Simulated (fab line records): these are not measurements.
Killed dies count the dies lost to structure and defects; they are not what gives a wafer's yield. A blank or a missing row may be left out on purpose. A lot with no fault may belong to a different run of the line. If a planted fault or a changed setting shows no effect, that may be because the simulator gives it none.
Split-lot trial -- flow n5Finfet -- route with 1938 steps; 7 lots, 39 wafers read

## SPLIT DETAILS
At N5_MOL_CONTACT_COAG_PRECLEAN_111 (cleans in NF3:NH3, afs cycles 1, time 20 s, sublimation time 60 s), the setting timeS was moved away from the recipe's 20 s on 18 of the 39 wafers read, by -54.6% to +26.7%. All remaining wafers had this setting at the recipe value.

The split's own step is where the reading is taken.

## THE READING
SiNx_of_SPACER0_ALD_07.thkNm (the simulator's own value, which no gauge read), in nm, at N5_MOL_CONTACT_COAG_PRECLEAN_111 (cleans in NF3:NH3, afs cycles 1, time 20 s, sublimation time 60 s). The file gives no usual value for it. The 21 wafers here that ran the recipe average 1.1 nm, standard deviation 0.099 nm.

wafer,"tool, chamber at the split","timeS as run, s",against the recipe,"SiNx_of_SPACER0_ALD_07.thkNm, nm",against lot-mates on the recipe
L075.1,"remotePlasma-01, 1",20,recipe,1.2,-
L075.2,"remotePlasma-01, 1",20,recipe,1.2,-
L075.5,"remotePlasma-01, 1",20,recipe,1.2,-
L075.3,"remotePlasma-01, 1",14.34,-28.3%,1.4,+0.2
L075.4,"remotePlasma-01, 1",14.34,-28.3%,1.4,+0.2
L075.6,"remotePlasma-01, 1",14.34,-28.3%,1.4,+0.2
L078.1,"remotePlasma-02, 1",20,recipe,1,-
L078.3,"remotePlasma-02, 1",20,recipe,1,-
L078.6,"remotePlasma-02, 1",20,recipe,1,-
L078.2,"remotePlasma-02, 1",9.083,-54.6%,1.6,+0.6
L078.4,"remotePlasma-02, 1",9.083,-54.6%,1.6,+0.6
L078.5,"remotePlasma-02, 1",9.083,-54.6%,1.6,+0.6
L084.3,"remotePlasma-02, 0",20,recipe,1.2,-
L084.4,"remotePlasma-02, 0",20,recipe,1.2,-
L084.5,"remotePlasma-02, 0",20,recipe,1.2,-
L085.1,"remotePlasma-01, 0",20,recipe,1.2,-
L085.3,"remotePlasma-01, 0",20,recipe,1.2,-
L085.4,"remotePlasma-01, 0",20,recipe,1.2,-
L085.2,"remotePlasma-01, 0",24.41,+22.0%,1,-0.2
L085.5,"remotePlasma-01, 0",24.41,+22.0%,1,-0.2
L085.6,"remotePlasma-01, 0",24.41,+22.0%,1,-0.2
L086.1,"remotePlasma-02, 1",15.13,-24.3%,1.2,+0.2
L086.3,"remotePlasma-02, 1",15.13,-24.3%,1.2,+0.2
L086.2,"remotePlasma-02, 1",20,recipe,1,-
L086.5,"remotePlasma-02, 1",20,recipe,1,-
L086.6,"remotePlasma-02, 1",20,recipe,1,-
L086.4,"remotePlasma-02, 1",15.13,-24.3%,1.4,+0.4
L087.1,"remotePlasma-01, 0",25.34,+26.7%,1,+0.0
L087.5,"remotePlasma-01, 0",25.34,+26.7%,1,+0.0
L087.2,"remotePlasma-01, 0",20,recipe,1,-
L087.3,"remotePlasma-01, 0",20,recipe,1,-
L087.4,"remotePlasma-01, 0",20,recipe,1,-
L087.6,"remotePlasma-01, 0",25.34,+26.7%,0.8,-0.2
L090.1,"remotePlasma-02, 0",24.72,+23.6%,1,-0.2
L090.2,"remotePlasma-02, 0",24.72,+23.6%,1,-0.2
L090.5,"remotePlasma-02, 0",24.72,+23.6%,1,-0.2
L090.3,"remotePlasma-02, 0",20,recipe,1.2,-
L090.4,"remotePlasma-02, 0",20,recipe,1.2,-
L090.6,"remotePlasma-02, 0",20,recipe,1.2,-

FIT RESULTS
A straight line over all 39 wafers: SiNx_of_SPACER0_ALD_07.thkNm changes by -0.00778 nm for each +1% of timeS; r = -0.89; the points scatter about the line by 0.09 nm.
The same after taking each lot's own level away (the mean of its wafers on the recipe; 39 wafers): -0.00898 nm for each +1%; r = -0.94; scatter 0.069 nm.
According to that fit, moving timeS by its largest amount changes the reading by 0.49 nm.
The span of the lots' own levels, 1.00 to 1.20 nm, comes to 2.0 times the standard deviation stated above.
In other words, the slope is changed by the lot-to-lot level; the two fits disagree.
Check: for one of the wafers moved furthest among these (-54.6%), held out of the fit, the line's prediction against its lot-mates is +0.494 nm. It came out at +0.6 nm against them.

## THE OTHER SPLITS THESE WAFERS WENT THROUGH
These wafers also went through other splits before the reading. Each is held against what the fit with the lots' levels taken away leaves over:
other split on the same wafers,wafers away from the commonest value,r with SiNx_of_SPACER0_ALD_07.thkNm (lot level and that fit taken away)
N5_PMOS_HMC_CHANNEL_EPI_ETCH_38 targetDepthA,12,+0.08
N5_SD_EPI_N_EPI_21 epiGrowthTimeS,15,-0.23

## THE FILE'S OWN FIT
SiNx_of_SPACER0_ALD_07.thkNm changes by -0.00911 nm for each +1% of timeS, r = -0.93.
